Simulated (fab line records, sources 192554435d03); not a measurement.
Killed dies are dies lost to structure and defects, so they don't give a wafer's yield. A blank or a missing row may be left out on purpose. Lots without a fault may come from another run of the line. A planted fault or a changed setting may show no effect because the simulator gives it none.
Which tool did it? | flow n5_finfet | 12 lots, 36 wafers sampled, at 3 steps of a route of 1938

WHAT THE GAUGES READ, wafer by wafer
N5_BEOL_M8_INSPECT_58: inspects for defects (darkfield).
lot  | measured     | on                | raw_defect_count
L075 | day 10 16:12 | defect_inspect-01 | 77 94 109
L078 | day 11 15:08 | defect_inspect-01 | 102 103 115
L079 | day 12 14:32 | defect_inspect-01 | 83 103 85
L081 | day 12 19:03 | defect_inspect-01 | 73 86 66
L083 | day 14 02:15 | defect_inspect-01 | 66 80 51
L085 | day 14 19:24 | defect_inspect-01 | 53 32 33
L086 | day 15 06:53 | defect_inspect-02 | 68 57 51
L089 | day 15 08:50 | defect_inspect-02 | 45 78 57
L090 | day 15 15:22 | defect_inspect-01 | 41 70 55
L094 | day 16 04:38 | defect_inspect-01 | 83 94 80
L095 | day 16 11:28 | defect_inspect-01 | 33 73 57
L097 | day 17 16:04 | defect_inspect-02 | 36 71 46

WHICH TOOL RAN EACH LOT (tool, then ch and the chambers of the sampled wafers, then the start)
lot  | N5_BEOL_M8_CURE_75            | N5_BEOL_M8_DEP_56
L075 | uv_cure-03 ch 1, day 10 14:16 | pecvd-03 ch 0,1, day 10 16:06
L078 | uv_cure-03 ch 0, day 11 12:16 | pecvd-01 ch 0,1,2, day 11 15:02
L079 | uv_cure-01 ch 2, day 12 12:33 | pecvd-03 ch 0,1,2, day 12 14:27
L081 | uv_cure-02 ch 0, day 12 15:10 | pecvd-04 ch 0,1,2, day 12 18:57
L083 | uv_cure-03 ch 2, day 13 22:28 | pecvd-03 ch 0,1, day 14 02:09
L085 | uv_cure-01 ch 1, day 14 14:57 | pecvd-03 ch 0,1, day 14 19:18
L086 | uv_cure-01 ch 2, day 15 04:07 | pecvd-03 ch 1,2, day 15 06:47
L089 | uv_cure-03 ch 0, day 15 06:07 | pecvd-01 ch 1,2, day 15 08:44
L090 | uv_cure-03 ch 1, day 15 12:14 | pecvd-03 ch 0,1,2, day 15 15:17
L094 | uv_cure-03 ch 1, day 16 01:50 | pecvd-04 ch 1,2, day 16 04:31
L095 | uv_cure-01 ch 0, day 16 08:22 | pecvd-01 ch 0,2, day 16 11:22
L097 | uv_cure-02 ch 1, day 17 13:54 | pecvd-04 ch 0,2, day 17 15:58
- N5_BEOL_M8_CURE_75: cures SiCOH lowk, time 120 s.
- N5_BEOL_M8_DEP_56: deposits SiCN from 3MS/NH3, target thk 10 nm, time 17.5 s.

THE ANSWER, worked out from the rows above alone
Rule: what is usual is taken from the lots themselves. Put in order of their means at a reading, lots are off if they are a third of the lots or fewer, leave a main group of 4 or more, and stand apart from it by a gap of 3 or more times the standard deviation of the main group's means; of several such gaps the widest counts. A main group whose means are all the same, to the digits that the tables above print for the reading, isn't used. A lot without any number at a reading at which 4 lots or more have one is off too. The other lots that the step has rows for count as sound.
No lot is off at any reading shown: from this, nothing can be told.

WHAT THE SIMULATOR HAD PUT IN
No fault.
